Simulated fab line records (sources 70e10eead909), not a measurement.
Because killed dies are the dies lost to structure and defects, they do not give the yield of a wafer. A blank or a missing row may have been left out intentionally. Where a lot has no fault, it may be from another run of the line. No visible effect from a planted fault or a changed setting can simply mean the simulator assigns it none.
Matching of chambers / flow nand_harc / 4 sister chambers for NHARC_A_STAIRCASE_ETCHBACK_422 on rie_diel-08
The step etches the open film in CH3F/O2, target depth 40 nm, time 74.286 s. 20 wafers are shown with their chamber, then 10 later ones without.

== WAFERS, EACH WITH ITS CHAMBER ==
wafer=L075.2; chamber=3; showerhead_plenum_p_Torr (Torr)=2.29; rf_vpp_V (V)=240.5; throttle_valve_pct (%)=20.669
wafer=L075.4; chamber=1; showerhead_plenum_p_Torr (Torr)=2.38; rf_vpp_V (V)=242.4; throttle_valve_pct (%)=20.670
wafer=L075.6; chamber=1; showerhead_plenum_p_Torr (Torr)=2.38; rf_vpp_V (V)=242.0; throttle_valve_pct (%)=20.664
wafer=L080.1; chamber=1; showerhead_plenum_p_Torr (Torr)=2.38; rf_vpp_V (V)=244.1; throttle_valve_pct (%)=20.665
wafer=L080.2; chamber=0; showerhead_plenum_p_Torr (Torr)=2.29; rf_vpp_V (V)=243.5; throttle_valve_pct (%)=20.658
wafer=L080.3; chamber=2; showerhead_plenum_p_Torr (Torr)=2.63; rf_vpp_V (V)=245.8; throttle_valve_pct (%)=20.668
wafer=L079.2; chamber=0; showerhead_plenum_p_Torr (Torr)=2.29; rf_vpp_V (V)=242.2; throttle_valve_pct (%)=20.676
wafer=L079.3; chamber=2; showerhead_plenum_p_Torr (Torr)=2.63; rf_vpp_V (V)=245.4; throttle_valve_pct (%)=20.669
wafer=L079.5; chamber=0; showerhead_plenum_p_Torr (Torr)=2.29; rf_vpp_V (V)=242.6; throttle_valve_pct (%)=20.652
wafer=L083.2; chamber=1; showerhead_plenum_p_Torr (Torr)=2.37; rf_vpp_V (V)=244.2; throttle_valve_pct (%)=20.663
wafer=L083.4; chamber=0; showerhead_plenum_p_Torr (Torr)=2.29; rf_vpp_V (V)=242.3; throttle_valve_pct (%)=20.673
wafer=L083.5; chamber=3; showerhead_plenum_p_Torr (Torr)=2.28; rf_vpp_V (V)=242.4; throttle_valve_pct (%)=20.670
wafer=L087.1; chamber=2; showerhead_plenum_p_Torr (Torr)=2.62; rf_vpp_V (V)=245.0; throttle_valve_pct (%)=20.644
wafer=L087.4; chamber=3; showerhead_plenum_p_Torr (Torr)=2.28; rf_vpp_V (V)=242.4; throttle_valve_pct (%)=20.672
wafer=L087.5; chamber=2; showerhead_plenum_p_Torr (Torr)=2.62; rf_vpp_V (V)=247.0; throttle_valve_pct (%)=20.656
wafer=L088.3; chamber=3; showerhead_plenum_p_Torr (Torr)=2.28; rf_vpp_V (V)=240.3; throttle_valve_pct (%)=20.674
wafer=L088.4; chamber=2; showerhead_plenum_p_Torr (Torr)=2.62; rf_vpp_V (V)=246.4; throttle_valve_pct (%)=20.650
wafer=L088.5; chamber=0; showerhead_plenum_p_Torr (Torr)=2.28; rf_vpp_V (V)=240.9; throttle_valve_pct (%)=20.660
wafer=L089.1; chamber=1; showerhead_plenum_p_Torr (Torr)=2.37; rf_vpp_V (V)=243.3; throttle_valve_pct (%)=20.653
wafer=L089.4; chamber=2; showerhead_plenum_p_Torr (Torr)=2.62; rf_vpp_V (V)=246.3; throttle_valve_pct (%)=20.652

SIGNATURES (averages over the wafers above)
reading=showerhead_plenum_p_Torr; chamber 0=2.2880; chamber 1=2.3760; chamber 2=2.6233; chamber 3=2.2825; scatter within a chamber=0.00505
reading=rf_vpp_V; chamber 0=242.300; chamber 1=243.200; chamber 2=245.983; chamber 3=241.400; scatter within a chamber=0.938
reading=throttle_valve_pct; chamber 0=20.66380; chamber 1=20.66300; chamber 2=20.65650; chamber 3=20.67125; scatter within a chamber=0.00828
Rule: a wafer's distance from a chamber is the root of the sum, over the readings, of the square of ((its reading less the chamber's mean) divided by the reading's scatter). If the next closest chamber is less than 2 further off than the closest, the wafer can't be placed; otherwise it belongs to the closest. The scatter is the square root of a quotient: the sum, over the shown wafers, of each reading's squared deviation from its chamber's mean, divided by wafers minus chambers.

== WAFERS WITH NO CHAMBER GIVEN ==
wafer=L089.5; showerhead_plenum_p_Torr (Torr)=2.62; rf_vpp_V (V)=247.8; throttle_valve_pct (%)=20.669
wafer=L092.2; showerhead_plenum_p_Torr (Torr)=2.37; rf_vpp_V (V)=243.8; throttle_valve_pct (%)=20.648
wafer=L092.3; showerhead_plenum_p_Torr (Torr)=2.28; rf_vpp_V (V)=241.0; throttle_valve_pct (%)=20.644
wafer=L092.6; showerhead_plenum_p_Torr (Torr)=2.37; rf_vpp_V (V)=242.3; throttle_valve_pct (%)=20.665
wafer=L090.1; showerhead_plenum_p_Torr (Torr)=2.37; rf_vpp_V (V)=243.1; throttle_valve_pct (%)=20.664
wafer=L090.3; showerhead_plenum_p_Torr (Torr)=2.28; rf_vpp_V (V)=240.9; throttle_valve_pct (%)=20.665
wafer=L090.6; showerhead_plenum_p_Torr (Torr)=2.62; rf_vpp_V (V)=246.9; throttle_valve_pct (%)=20.672
wafer=L096.3; showerhead_plenum_p_Torr (Torr)=2.36; rf_vpp_V (V)=242.9; throttle_valve_pct (%)=20.664
wafer=L096.4; showerhead_plenum_p_Torr (Torr)=2.27; rf_vpp_V (V)=240.6; throttle_valve_pct (%)=20.674
wafer=L096.5; showerhead_plenum_p_Torr (Torr)=2.36; rf_vpp_V (V)=244.2; throttle_valve_pct (%)=20.665

== WHICH CHAMBER EACH ONE RAN IN ==
wafer=L089.5; from the rows above=2; in truth=2
wafer=L092.2; from the rows above=1; in truth=1
wafer=L092.3; from the rows above=can't be placed: 0 or 3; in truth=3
wafer=L092.6; from the rows above=1; in truth=1
wafer=L090.1; from the rows above=1; in truth=1
wafer=L090.3; from the rows above=can't be placed: 3 or 0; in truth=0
wafer=L090.6; from the rows above=2; in truth=2
wafer=L096.3; from the rows above=1; in truth=1
wafer=L096.4; from the rows above=can't be placed: 3 or 0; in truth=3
wafer=L096.5; from the rows above=1; in truth=1
Correct placement for 7 of the 10. Not placeable from these rows: 3 (in 3, the candidates include the true chamber). Number placed wrongly: 0.
